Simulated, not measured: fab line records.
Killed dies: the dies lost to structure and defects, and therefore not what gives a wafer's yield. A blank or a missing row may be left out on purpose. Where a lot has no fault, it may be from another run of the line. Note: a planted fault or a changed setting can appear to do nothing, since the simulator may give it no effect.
Which of the tools did it? -- flow n5_finfet -- 23 lots, 69 wafers sampled, at 6 steps of a route of 1938

WHAT THE GAUGES READ, wafer by wafer
No reading from a measuring or inspecting step in the record can be judged against a usual standard deviation.

EACH LOT AND THE TOOL THAT RAN IT (in order: tool; ch and the chambers of the sampled wafers; start)
lot,N5_BEOL_M3_ETCH_69,N5_BEOL_M3_ETCH_41,N5_BEOL_M3_PRE_CLEAN_45,N5_BEOL_M3_ALD_84,N5_BEOL_M3_SPUTTER_90,N5_BEOL_M4_ETCH_74
L075,"rie_diel-05 ch 0,2,3, day 7 05:39","rie_diel-05 ch 2,3, day 7 07:17 or earlier","pvd_sputter-03, day 7 07:17","ald_metal-02 ch 0,3, day 7 07:21","pvd_sputter-01, day 7 09:04","rie_diel-02 ch 0,2,3, day 7 13:06"
L074,"rie_diel-03 ch 1,3, day 7 08:22","rie_diel-01 ch 0,1,2, day 7 09:36 or earlier","pvd_sputter-02, day 7 09:36","ald_metal-03 ch 0,3, day 7 09:43","pvd_sputter-02, day 7 11:18","rie_diel-06 ch 1,2, day 7 14:25"
L076,"rie_diel-03 ch 0,1,2, day 7 09:57","rie_diel-03 ch 0,1,2, day 7 13:28 or earlier","pvd_sputter-02, day 7 13:28","ald_metal-02 ch 0,1,2, day 7 13:31","pvd_sputter-01, day 7 15:19","rie_diel-06 ch 0,2, day 7 19:27"
L077,"rie_diel-01 ch 1,2,3, day 7 15:25","rie_diel-01 ch 0,1,3, day 8 00:04 or earlier","pvd_sputter-02, day 8 00:04","ald_metal-04 ch 1,2,3, day 8 00:08","pvd_sputter-03, day 8 01:58","rie_diel-04 ch 0,1,2, day 8 04:50"
L078,"rie_diel-01 ch 2,3, day 8 01:42","rie_diel-01 ch 1,3, day 8 03:38 or earlier","pvd_sputter-01, day 8 03:38","ald_metal-02 ch 1,2, day 8 03:41","pvd_sputter-01, day 8 05:23","rie_diel-04 ch 1,2,3, day 8 08:59"
L079,"rie_diel-03 ch 0,2,3, day 8 06:35","rie_diel-03 ch 0,1,3, day 8 11:28 or earlier","pvd_sputter-03, day 8 11:28","ald_metal-04 ch 0,1,2, day 8 11:32","pvd_sputter-01, day 8 13:11","rie_diel-02 ch 1,2,3, day 8 16:46"
L080,"rie_diel-01 ch 0,1, day 8 13:33","rie_diel-01 ch 1,2, day 8 16:08 or earlier","pvd_sputter-02, day 8 16:08","ald_metal-02 ch 1,2,3, day 8 16:13","pvd_sputter-02, day 8 18:00","rie_diel-02 ch 0,1,3, day 8 21:22"
L081,"rie_diel-05 ch 0,1, day 9 00:31","rie_diel-03 ch 0,1,2, day 9 04:37 or earlier","pvd_sputter-03, day 9 04:37","ald_metal-03 ch 0,2,3, day 9 04:43","pvd_sputter-03, day 9 06:37","rie_diel-06 ch 0,2,3, day 9 11:44"
L082,"rie_diel-05 ch 0,2,3, day 9 01:25","rie_diel-01 ch 0,2, day 9 07:26 or earlier","pvd_sputter-03, day 9 07:26","ald_metal-04 ch 2,3, day 9 07:33","pvd_sputter-01, day 9 09:51","rie_diel-06 ch 0,1,2, day 9 14:34"
L083,"rie_diel-03 ch 0,1,2, day 9 05:53","rie_diel-01 ch 0,2,3, day 9 07:57 or earlier","pvd_sputter-03, day 9 07:57","ald_metal-04 ch 0,1,2, day 9 08:02","pvd_sputter-03, day 9 09:45","rie_diel-06 ch 0,1,3, day 9 12:28"
L084,"rie_diel-05 ch 0,1,2, day 9 09:59","rie_diel-03 ch 0,1,2, day 9 11:10 or earlier","pvd_sputter-01, day 9 11:10","ald_metal-02 ch 1,2,3, day 9 11:16","pvd_sputter-02, day 9 13:01","rie_diel-04 ch 0,1,3, day 9 16:31"
L085,"rie_diel-05 ch 0,1,3, day 10 00:01","rie_diel-01 ch 0,1,3, day 10 03:45 or earlier","pvd_sputter-01, day 10 03:45","ald_metal-02 ch 0,2,3, day 10 03:49","pvd_sputter-03, day 10 05:21","rie_diel-06 ch 2,3, day 10 08:05"
L086,"rie_diel-03 ch 1,3, day 10 03:45","rie_diel-01 ch 0,1, day 10 10:01 or earlier","pvd_sputter-02, day 10 10:01","ald_metal-03 ch 0,3, day 10 10:15","pvd_sputter-02, day 10 11:55","rie_diel-06 ch 2,3, day 10 14:35"
L087,"rie_diel-03 ch 0,2,3, day 10 07:46","rie_diel-05 ch 0,2, day 10 10:38 or earlier","pvd_sputter-02, day 10 10:38","ald_metal-04 ch 0,1, day 10 10:46","pvd_sputter-01, day 10 12:34","rie_diel-06 ch 1,3, day 10 17:04"
L089,"rie_diel-05 ch 0,2,3, day 10 21:22","rie_diel-05 ch 0,3, day 10 23:31 or earlier","pvd_sputter-01, day 10 23:31","ald_metal-02 ch 1,2, day 10 23:35","pvd_sputter-02, day 11 01:08","rie_diel-06 ch 1,2, day 11 04:15"
L091,"rie_diel-03 ch 1,2,3, day 11 05:17","rie_diel-01 ch 0,3, day 11 10:32 or earlier","pvd_sputter-01, day 11 10:32","ald_metal-03 ch 0,3, day 11 10:35","pvd_sputter-01, day 11 12:11","rie_diel-06 ch 0,1, day 11 15:44"
L092,"rie_diel-05 ch 0,1,2, day 11 15:19","rie_diel-01 ch 0,1,3, day 11 17:10 or earlier","pvd_sputter-01, day 11 17:10","ald_metal-04 ch 1,2,3, day 11 17:13","pvd_sputter-02, day 11 18:56","rie_diel-02 ch 0,2, day 11 21:29"
L090,"rie_diel-03 ch 1,3, day 11 15:39","rie_diel-03 ch 0,1,3, day 11 17:22 or earlier","pvd_sputter-03, day 11 17:22","ald_metal-03 ch 0,3, day 11 17:26","pvd_sputter-01, day 11 19:04","rie_diel-06 ch 0,1,2, day 11 22:43"
L093,"rie_diel-01 ch 0,1,3, day 12 13:05","rie_diel-01 ch 1,3, day 12 16:45 or earlier","pvd_sputter-03, day 12 16:45","ald_metal-02 ch 1,2, day 12 16:49","pvd_sputter-03, day 12 18:37","rie_diel-06 ch 1,2, day 12 21:20"
L095,"rie_diel-01 ch 0,1,2, day 12 14:52","rie_diel-03 ch 1,2,3, day 12 19:55 or earlier","pvd_sputter-02, day 12 19:55","ald_metal-04 ch 0,2, day 12 19:58","pvd_sputter-01, day 12 21:31","rie_diel-06 ch 0,1,3, day 13 00:50"
L094,"rie_diel-03 ch 0,1, day 12 14:56","rie_diel-01 ch 2,3, day 12 19:59 or earlier","pvd_sputter-02, day 12 19:59","ald_metal-03 ch 0,2, day 12 20:03","pvd_sputter-03, day 12 21:42","rie_diel-04 ch 0,2,3, day 13 01:06"
L096,"rie_diel-01 ch 1,3, day 12 17:50","rie_diel-03 ch 1,3, day 12 20:13 or earlier","pvd_sputter-01, day 12 20:13","ald_metal-02 ch 2,3, day 12 20:16","pvd_sputter-02, day 12 21:50","rie_diel-06 ch 1,2,3, day 13 01:14"
L097,"rie_diel-01 ch 0,1,2, day 12 18:57","rie_diel-01 ch 0,2, day 12 20:16 or earlier","pvd_sputter-03, day 12 20:16","ald_metal-04 ch 0,1,2, day 12 20:20","pvd_sputter-01, day 12 23:22","rie_diel-06 ch 0,1, day 13 02:20"
- N5_BEOL_M3_ETCH_69: etches SiARC in CF4, target depth 15.6 nm, time 26 s.
- N5_BEOL_M3_ETCH_41: etches SiCN in CH3F/O2, target depth 29.9 nm, time 52.5 s.
- N5_BEOL_M3_PRE_CLEAN_45: time 30 s.
- N5_BEOL_M3_ALD_84: deposits TaN, pulse time 2 s, purge time 3 s, co reactant purge time 2 s.
- N5_BEOL_M3_SPUTTER_90: material Cu, target thk 4.5 nm, time 8.29 s.
- N5_BEOL_M4_ETCH_74: etches underlayer in N2/H2, target depth 6.5 nm, time 5.2 s.

AS READ BY THE TOOLS THEMSELVES (means over the sampled wafers that have a number; for cases with no such wafer, the mark the record gives instead)
N5_BEOL_M3_ETCH_69. Usual: drypump_motor_current_A 5.8 A, standard deviation 0.4; etch_rf_on_time_s 25.9 s, standard deviation 0.4; oes_product_au 0.68 a.u., standard deviation 0.059; rf_vpp_V 184.2 V, standard deviation 0.99; showerhead_plenum_p_Torr 2.15 Torr, standard deviation 0.046; throttle_valve_pct 15.57 %, standard deviation 0.28.
lot,tool,drypump_motor_current_A (A),etch_rf_on_time_s (s),oes_product_au (a.u.),rf_vpp_V (V),showerhead_plenum_p_Torr (Torr),throttle_valve_pct (%),flag
L075,rie_diel-05,5.4,25.6,0.68,183.5,2.15,15.69,
L074,rie_diel-03,6.2,26.2,0.73,183.9,2.20,15.42,
L076,rie_diel-03,5.9,26.0,0.65,183.8,2.15,15.49,
L077,rie_diel-01,5.5,26.1,0.68,183.4,2.15,15.51,
L078,rie_diel-01,5.3,25.8,0.64,184.7,2.16,15.60,
L079,rie_diel-03,6.0,25.8,0.70,184.2,2.13,15.44,
L080,rie_diel-01,5.6,26.0,0.67,183.8,2.16,15.58,
L081,rie_diel-05,5.9,26.0,0.62,183.3,2.13,15.95,
L082,rie_diel-05,5.4,25.7,0.67,184.2,2.14,15.70,
L083,rie_diel-03,5.9,26.3,0.64,184.4,2.15,15.53,
L084,rie_diel-05,5.7,26.2,0.68,184.0,2.15,15.63,
L085,rie_diel-05,5.8,25.9,0.63,184.2,2.13,16.01,
L086,rie_diel-03,6.1,26.2,0.67,184.6,2.21,15.53,
L087,rie_diel-03,6.0,26.0,0.68,183.5,2.13,15.46,
L089,rie_diel-05,5.4,25.4,0.66,183.4,2.14,15.73,
L091,rie_diel-03,5.9,26.4,0.66,184.8,2.18,15.54,
L092,rie_diel-05,5.6,25.8,0.66,184.0,2.15,15.67,
L090,rie_diel-03,6.2,26.4,0.70,184.2,2.19,15.48,
L093,rie_diel-01,5.5,25.9,0.71,183.2,2.16,15.51,
L095,rie_diel-01,5.7,25.9,0.67,184.3,2.13,15.53,
L094,rie_diel-03,6.2,26.3,0.63,184.2,2.11,15.52,
L096,rie_diel-01,5.3,25.5,0.76,184.4,2.17,15.40,
L097,rie_diel-01,5.7,25.9,0.67,184.5,2.12,15.54,

N5_BEOL_M3_ETCH_41. Usual: drypump_motor_current_A 5.7 A, standard deviation 0.37; oes_product_au 0.80 a.u., standard deviation 0.078; rf_vpp_V 297.5 V, standard deviation 1.1; showerhead_plenum_p_Torr 2.01 Torr, standard deviation 0.045; throttle_valve_pct 16.23 %, standard deviation 0.24.
lot,tool,drypump_motor_current_A (A),oes_product_au (a.u.),rf_vpp_V (V),showerhead_plenum_p_Torr (Torr),throttle_valve_pct (%),flag
L075,rie_diel-05,5.1,0.86,298.4,2.03,16.08,
L074,rie_diel-01,5.7,0.82,297.2,2.00,16.16,
L076,rie_diel-03,6.0,0.76,297.6,2.01,16.20,
L077,rie_diel-01,5.5,0.77,297.3,2.03,16.32,
L078,rie_diel-01,5.3,0.74,298.4,2.04,16.36,
L079,rie_diel-03,6.2,0.80,296.9,2.02,16.13,
L080,rie_diel-01,5.7,0.85,298.1,2.00,16.15,
L081,rie_diel-03,6.0,0.75,297.6,2.01,16.22,
L082,rie_diel-01,5.6,0.79,297.6,1.99,16.21,
L083,rie_diel-01,5.5,0.87,297.5,2.00,16.09,
L084,rie_diel-03,6.0,0.75,297.6,2.01,16.22,
L085,rie_diel-01,5.5,0.85,297.6,2.03,16.18,
L086,rie_diel-01,5.6,0.78,297.4,2.01,16.31,
L087,rie_diel-05,5.2,0.81,298.0,2.02,16.09,
L089,rie_diel-05,5.6,0.70,296.2,1.97,16.75,
L091,rie_diel-01,5.3,0.89,298.2,2.03,16.11,
L092,rie_diel-01,5.5,0.83,297.6,2.02,16.21,
L090,rie_diel-03,6.2,0.78,298.2,2.01,16.19,
L093,rie_diel-01,5.3,0.89,297.6,2.03,16.10,
L095,rie_diel-03,5.9,0.76,297.1,2.03,16.27,
L094,rie_diel-01,5.4,0.88,297.5,2.00,16.01,
L096,rie_diel-03,6.2,0.80,298.0,2.04,16.23,
L097,rie_diel-01,5.6,0.76,297.8,1.98,16.27,

N5_BEOL_M3_PRE_CLEAN_45. Usual: heater_power_w reads 344 W (standard deviation 44).
lot,tool,heater_power_w (W),flag
L075,pvd_sputter-03,309,
L074,pvd_sputter-02,368,
L076,pvd_sputter-02,338,
L077,pvd_sputter-02,375,
L078,pvd_sputter-01,343,
L079,pvd_sputter-03,345,
L080,pvd_sputter-02,355,
L081,pvd_sputter-03,330,
L082,pvd_sputter-03,327,
L083,pvd_sputter-03,326,
L084,pvd_sputter-01,368,
L085,pvd_sputter-01,358,
L086,pvd_sputter-02,407,
L087,pvd_sputter-02,411,
L089,pvd_sputter-01,373,
L091,pvd_sputter-01,320,
L092,pvd_sputter-01,351,
L090,pvd_sputter-03,331,
L093,pvd_sputter-03,333,
L095,pvd_sputter-02,363,
L094,pvd_sputter-02,321,
L096,pvd_sputter-01,357,
L097,pvd_sputter-03,313,

N5_BEOL_M3_ALD_84. Usual: heater_power_w reads 434 W (standard deviation 47).
lot,tool,heater_power_w (W),flag
L075,ald_metal-02,433,
L074,ald_metal-03,407,
L076,ald_metal-02,416,
L077,ald_metal-04,445,
L078,ald_metal-02,393,
L079,ald_metal-04,466,
L080,ald_metal-02,401,
L081,ald_metal-03,429,
L082,ald_metal-04,437,
L083,ald_metal-04,467,
L084,ald_metal-02,398,
L085,ald_metal-02,412,
L086,ald_metal-03,409,
L087,ald_metal-04,445,
L089,ald_metal-02,403,
L091,ald_metal-03,400,
L092,ald_metal-04,451,
L090,ald_metal-03,401,
L093,ald_metal-02,396,
L095,ald_metal-04,482,
L094,ald_metal-03,411,
L096,ald_metal-02,391,
L097,ald_metal-04,472,

N5_BEOL_M3_SPUTTER_90. Usual: chuck_gas_flow_sccm 1.25 sccm, standard deviation 0.049; throttle_valve_pct 30.1 %, standard deviation 0.44.
lot,tool,chuck_gas_flow_sccm (sccm),throttle_valve_pct (%),flag
L075,pvd_sputter-01,1.26,29.9,
L074,pvd_sputter-02,1.25,30.0,
L076,pvd_sputter-01,1.26,29.8,
L077,pvd_sputter-03,1.28,30.2,
L078,pvd_sputter-01,1.29,30.6,
L079,pvd_sputter-01,1.21,29.9,
L080,pvd_sputter-02,1.18,30.1,
L081,pvd_sputter-03,1.28,30.2,
L082,pvd_sputter-01,1.23,29.7,
L083,pvd_sputter-03,1.30,30.1,
L084,pvd_sputter-02,1.23,30.1,
L085,pvd_sputter-03,1.23,30.2,
L086,pvd_sputter-02,1.25,30.4,
L087,pvd_sputter-01,1.28,30.6,
L089,pvd_sputter-02,1.25,29.8,
L091,pvd_sputter-01,1.27,30.3,
L092,pvd_sputter-02,1.27,29.8,
L090,pvd_sputter-01,1.25,30.1,
L093,pvd_sputter-03,1.22,30.2,
L095,pvd_sputter-01,1.23,30.3,
L094,pvd_sputter-03,1.31,29.8,
L096,pvd_sputter-02,1.27,30.5,
L097,pvd_sputter-01,1.26,30.4,

N5_BEOL_M4_ETCH_74. Usual: drypump_motor_current_A 5.6 A (standard deviation 0.49); etch_rf_on_time_s 5.17 s (standard deviation 0.094); n2_flow_sccm 199.9 sccm (standard deviation 0.62); oes_product_au 0.70 a.u. (standard deviation 0.076); rf_vpp_V 523.9 V (standard deviation 2); showerhead_plenum_p_Torr 2.54 Torr (standard deviation 0.062); throttle_valve_pct 17.83 % (standard deviation 0.19).
lot,tool,drypump_motor_current_A (A),etch_rf_on_time_s (s),n2_flow_sccm (sccm),oes_product_au (a.u.),rf_vpp_V (V),showerhead_plenum_p_Torr (Torr),throttle_valve_pct (%),flag
L075,rie_diel-02,5.3,5.19,199.5,0.67,524.6,2.56,17.92,
L074,rie_diel-06,5.6,5.30,200.2,0.76,524.9,2.56,17.76,
L076,rie_diel-06,5.9,5.18,199.4,0.65,522.3,2.51,17.83,
L077,rie_diel-04,5.7,5.12,200.4,0.70,525.4,2.56,17.63,
L078,rie_diel-04,5.4,5.10,200.1,0.69,524.6,2.55,17.82,
L079,rie_diel-02,5.8,5.08,199.6,0.74,525.2,2.58,17.80,
L080,rie_diel-02,5.9,5.21,199.8,0.78,526.6,2.63,17.68,
L081,rie_diel-06,5.6,5.23,199.9,0.64,522.1,2.51,17.95,
L082,rie_diel-06,5.7,5.17,200.0,0.69,523.7,2.53,17.82,
L083,rie_diel-06,5.4,5.22,199.8,0.65,524.7,2.55,17.94,
L084,rie_diel-04,5.8,5.18,200.4,0.66,524.4,2.55,17.76,
L085,rie_diel-06,5.4,5.27,200.0,0.63,522.9,2.50,18.05,
L086,rie_diel-06,5.7,5.27,199.5,0.67,522.3,2.48,17.94,
L087,rie_diel-06,5.2,5.23,200.0,0.70,524.3,2.57,17.92,
L089,rie_diel-06,5.6,5.19,199.5,0.72,524.5,2.55,17.80,
L091,rie_diel-06,5.5,5.24,199.6,0.68,524.6,2.56,17.85,
L092,rie_diel-02,5.0,5.21,200.1,0.73,527.5,2.66,17.84,
L090,rie_diel-06,5.7,5.20,200.2,0.67,522.7,2.52,17.87,
L093,rie_diel-06,5.8,5.21,200.5,0.69,523.5,2.51,17.85,
L095,rie_diel-06,5.4,5.14,199.2,0.71,523.8,2.53,17.85,
L094,rie_diel-04,5.6,5.14,200.0,0.68,524.4,2.55,17.66,
L096,rie_diel-06,5.5,5.16,200.9,0.74,524.0,2.52,17.79,
L097,rie_diel-06,5.5,5.23,200.1,0.67,523.2,2.55,17.87,

THE ANSWER, worked out from the rows above alone
Rule: a lot is off if the mean of its wafers that have a number lies more than 3 standard deviations from the usual mean. A lot without any number at a reading at which 4 lots or more have one is off too. The other lots that the step has rows for count as sound. The gauges are gone through in route order, then the tools' own readings, and for those a lot's mean is taken as printed above. At the first step where some lot is off, the reading lying furthest off is the one used; lots without a number count as furthest.
No lot is off on any of the readings shown, so nothing can be concluded from this.

WHAT THE SIMULATOR PUT IN
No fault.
